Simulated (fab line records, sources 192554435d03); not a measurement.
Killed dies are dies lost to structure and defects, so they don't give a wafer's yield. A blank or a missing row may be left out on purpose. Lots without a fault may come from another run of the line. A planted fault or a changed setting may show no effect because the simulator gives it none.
Chamber matching | flow n5_finfet | N5_DUMMY_REMOVAL_STRIP_10 on rie_diel-01: 4 sister chambers
The step strips in N2/H2, time 40 s. 18 wafers are shown with their chamber, then 9 later ones without.

WAFERS WITH THEIR CHAMBER
wafer  | chamber | showerhead_plenum_p_Torr (Torr) | drypump_motor_current_A (A) | throttle_valve_pct (%)
L074.1 | 2       | 3.53                            | 5.7                         | 12.29
L074.3 | 0       | 3.31                            | 5.1                         | 11.90
L074.5 | 1       | 3.36                            | 6.0                         | 12.83
L081.1 | 2       | 3.52                            | 5.7                         | 12.31
L081.3 | 0       | 3.31                            | 5.1                         | 11.94
L081.6 | 2       | 3.52                            | 5.7                         | 12.33
L082.1 | 0       | 3.30                            | 5.1                         | 11.94
L082.3 | 2       | 3.52                            | 5.7                         | 12.32
L082.6 | 0       | 3.30                            | 5.1                         | 11.93
L083.3 | 2       | 3.52                            | 5.7                         | 12.32
L083.4 | 0       | 3.30                            | 5.1                         | 11.94
L083.6 | 3       | 3.58                            | 6.2                         | 12.15
L086.1 | 0       | 3.30                            | 5.1                         | 11.96
L086.4 | 2       | 3.52                            | 5.7                         | 12.35
L086.5 | 2       | 3.52                            | 5.6                         | 12.35
L087.1 | 2       | 3.52                            | 5.7                         | 12.34
L087.3 | 1       | 3.35                            | 5.9                         | 12.89
L087.5 | 3       | 3.58                            | 6.2                         | 12.16

SIGNATURES (means of the wafers above)
reading                  | chamber 0 | chamber 1 | chamber 2 | chamber 3 | scatter within a chamber
showerhead_plenum_p_Torr | 3.3033    | 3.3550    | 3.5213    | 3.5800    | 0.0044
drypump_motor_current_A  | 5.100     | 5.950     | 5.688     | 6.200     | 0.0313
throttle_valve_pct       | 11.9350   | 12.8600   | 12.3262   | 12.1550   | 0.022
Rule: a wafer's distance from a chamber is the root of the sum, over the readings, of the square of ((its reading less the chamber's mean) divided by the reading's scatter). The wafer belongs to the nearest chamber; if the next one is less than 2 further off, it can't be placed. The scatter: the root of (the sum of the squares of (reading less its chamber's mean) over the shown wafers, divided by (wafers less chambers)).

WAFERS WITHOUT THEIR CHAMBER
wafer  | showerhead_plenum_p_Torr (Torr) | drypump_motor_current_A (A) | throttle_valve_pct (%)
L089.1 | 3.30                            | 5.1                         | 11.97
L089.3 | 3.52                            | 5.7                         | 12.36
L089.6 | 3.58                            | 6.2                         | 12.17
L092.1 | 3.30                            | 5.1                         | 11.97
L092.2 | 3.57                            | 6.2                         | 12.16
L092.4 | 3.51                            | 5.7                         | 12.37
L093.1 | 3.30                            | 5.1                         | 11.98
L093.4 | 3.34                            | 6.0                         | 12.90
L093.5 | 3.57                            | 6.2                         | 12.18

WHICH CHAMBER EACH WENT THROUGH
wafer  | from the rows above | in truth
L089.1 | 0                   | 0
L089.3 | 2                   | 2
L089.6 | 3                   | 3
L092.1 | 0                   | 0
L092.2 | 3                   | 3
L092.4 | 2                   | 2
L093.1 | 0                   | 0
L093.4 | 1                   | 1
L093.5 | 3                   | 3
Placed correctly: 9 of 9. Can't be placed from these rows: 0. Placed wrongly: 0.
